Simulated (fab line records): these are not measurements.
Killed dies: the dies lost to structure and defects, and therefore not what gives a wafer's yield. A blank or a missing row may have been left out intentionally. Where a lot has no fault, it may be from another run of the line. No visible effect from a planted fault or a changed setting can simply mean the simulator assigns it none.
A struck lot beside a sound one	flow n5Finfet	37 steps out of a route of 1938
Sound: wafers L895.2, L895.5, L895.6. Wafers struck: L902.1, L902.2, L902.4. The cause comes at the end.
Order at every step that has rows: each side's tool, ch and its chambers, its first start. Under that, the readings that differ: sound wafers	struck wafers	difference of the means	sigmas: that difference in standard deviations of wafers without a fault.
alike: readings with means less than 2 such deviations apart, plus words and numbers identical on both sides. not compared: withheld readings, readings lacking a value on some wafer, bounds such as >300 that could conceal the same value, and numbers that have no deviation in the record and whose values overlap.
Wherever a step has rows on one side only, a row that says differs or no value, or a row with sigmas, the two part there. Non-overlapping numbers with no deviation appear without sigmas and do not part them. Lack of a reading on every wafer of one side parts them only where that side has two or more wafers.

first, 9 steps without rows for these wafers: N5_BEOL_M6_DESCUM_33 (chemistry O2, time 7 s); N5_BEOL_M6_ETCH_72 (etches underlayer in N2/H2, target depth 6.5 nm, time 5.2 s); N5_BEOL_M6_ETCH_65 (etches SiARC in CF4, target depth 15.6 nm, time 26 s); N5_BEOL_M6_ETCH_66 (etches SOC in N2/H2, target depth 80 nm, overetch 16 nm, time 120 s); N5_BEOL_M6_STRIP_69 (strips in N2/H2); N5_BEOL_M6_STRIP_73 (strips in N2/H2); N5_BEOL_M6_VIA_ETCH_34 (etches SiCOH lowk in C4F6/O2, target depth 126.3 nm, time 50.9 s); N5_BEOL_M6_STRIP_76 (strips in C4F6/O2); N5_BEOL_M6_STRIP_36 (strips in N2/H2).
N5_BEOL_M6_TRENCH_ETCH_37: etches SiCOH lowk in C4F6/O2, target depth 94.435 nm, time 31.5 s.
  sound on rieDiel-02 ch 0,1,2, day 13 03:05; struck on rieDiel-02 ch 1,2,3, day 14 17:34
reading	sound	struck	difference	sigmas
O2_flow_sccm (sccm)	10.004 10.025 9.984	9.920 9.952 9.953	-0.063	-2
rfFwdPowerW (W)	340.6 338.7 337.7	278.1 276.0 279.8	-61.0	-38
rfVppV (V)	673 673 671	738 745 745	+70	+14
model.BEOL_M6.featureDepthNm (nm)	93.4 93 93.4	88.6 87.6 86.8	-5.6	
model.etch.depthNm (nm)	93.39 92.97 93.35	88.66 87.59 86.77	-5.56	
  alike: drypumpMotorCurrentA, oesProductAu, showerheadPlenumPTorr, throttleValvePct
  not compared: rfHoursCounterH
then, 2 steps without rows for these wafers: N5_BEOL_M6_ETCH_41 (etches SiCN in CH3F/O2, target depth 29.7 nm, time 52 s); N5_BEOL_M6_STRIP_80 (strips in N2/H2, time 10 s).
N5_BEOL_M6_OCD_MEAS_38:
  sound on ocd-01, day 13 03:14; struck on ocd-01, day 14 17:44
reading	sound	struck	difference	sigmas
trenchDepthNm (nm)	93.1 92.8 93.7	88.8 87.5 86.8	-5.5	-5
then, 13 steps without rows for these wafers: N5_BEOL_M6_HM_STRIP_39 (strips TiN in peroxide tin strip, target depth 25 nm, time 158 s); N5_BEOL_M6_SRD_40 (time 30 s); N5_BEOL_M6_PRECLEAN_42 (cleans in residue remover, time 60 s); N5_BEOL_M6_SRD_43 (time 30 s); N5_BEOL_M6_CURE_75 (cures SiCOH lowk, time 120 s); N5_BEOL_M6_DEGAS_44 (time 60 s); N5_BEOL_M6_PRE_CLEAN_45 (time 30 s); N5_BEOL_M6_ALD_77 (deposits TaN, target thk 2 nm, pulse time 2 s, purge time 3 s); N5_BEOL_M6_SURFACE_TREAT_79; N5_BEOL_M6_CVD_78 (deposits Co from CCTBA/H2, target thk 2 nm, time 142.3 s); N5_BEOL_M6_SPUTTER_48 (material Cu, target thk 10 nm, time 1.667 s); N5_BEOL_M6_ECD_50 (material Cu, target thk 300 nm); N5_BEOL_M6_ANNEAL_51 (time 90 s).
N5_BEOL_M6_CMP_52: polishes, stops on SiCOH lowk, t overpolish 6.9 s, target thk 80 nm.
  sound on cmp-02 ch 1,2, day 13 05:38; struck on cmp-01 ch 0,1,3, day 14 19:52
reading	sound	struck	difference	sigmas
model.Cu_of_BEOL_M6_ECD_50.thkNm (nm)	79.2 78.4 77.6	75.6 73.4 72.2	-4.7	
  alike: barrierFieldEndpointS, motorCurrentA, overpolishRunS, retainingRingPressureFrac, timeToEndpointS
N5_BEOL_M6_THK_MEAS_53: measures by xrf.
  sound on filmMetro-02, day 13 05:54; struck on filmMetro-02, day 14 20:10
reading	sound	struck	difference	sigmas
M6_THK (nm)	78.8 78.5 77.5	75.8 73.3 72.1	-4.5	-3
then, 2 steps without rows for these wafers: N5_BEOL_M6_PRE_CLEAN_55 (time 15 s); N5_BEOL_M6_DEP_56 (deposits SiCN from 3MS/NH3, target thk 10 nm, time 17.5 s).
N5_BEOL_M6_RS_MEAS_57: measurement is done with a four-point probe.
  sound on filmMetro-01, day 13 06:02; struck on filmMetro-01, day 14 20:19
reading	sound	struck	difference	sigmas
M6_RS (ohm/sq)	0.289 0.293 0.296	0.306 0.318 0.324	+0.023	+3
then, 5 steps without rows for these wafers: N5_BEOL_M7_ILD_DEP_00 (deposits SiCOH lowk from DEMS/porogen, target thk 179.75 nm, time 33.4 s); N5_BEOL_M7_CURE_74 (cures SiCOH lowk, time 240 s); N5_BEOL_M7_PECVD_70 (deposits SiO2 from TEOS/O2, target thk 20 nm, time 22.7 s); N5_BEOL_M7_HM_DEP_02 (deposits TiN, target thk 20 nm); N5_BEOL_M7_COAT_59 (time 60 s, resist thk 100 nm).
-- here the record skips 3 days between the struck wafers' starts before and after, leaving off in module BEOL_M7 and picking up in module BEOL_M15 (first step shown: number 1830 of the route) --
N5_BEOL_M15_RC_MEAS_101:
  sound on prober-02 ch 0, day 16 02:00; struck on prober-02 ch 0, day 17 15:19
  alike: COMB_M10, COMB_M11, COMB_M12, COMB_M13, COMB_M14, COMB_M15, COMB_M15_max_site, COMB_M5, COMB_M6, COMB_M7, COMB_M7_max_site, COMB_M8, COMB_M9, SERP_M10, SERP_M11, SERP_M12, SERP_M13, SERP_M14, SERP_M5, SERP_M6, SERP_M6_max_site, SERP_M7, SERP_M7_max_site, SERP_M8, SERP_M9, SERP_M9_max_site

WHERE THEY PART
First at N5_BEOL_M6_TRENCH_ETCH_37; last, within this record, at N5_BEOL_M6_RS_MEAS_57. Later steps at which nothing parts them and some readings are alike: N5_BEOL_M15_RC_MEAS_101.

WHY: what had been put in by the simulator
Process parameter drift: rieDiel-02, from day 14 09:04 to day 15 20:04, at N5_BEOL_M6_TRENCH_ETCH_37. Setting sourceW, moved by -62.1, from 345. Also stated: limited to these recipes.
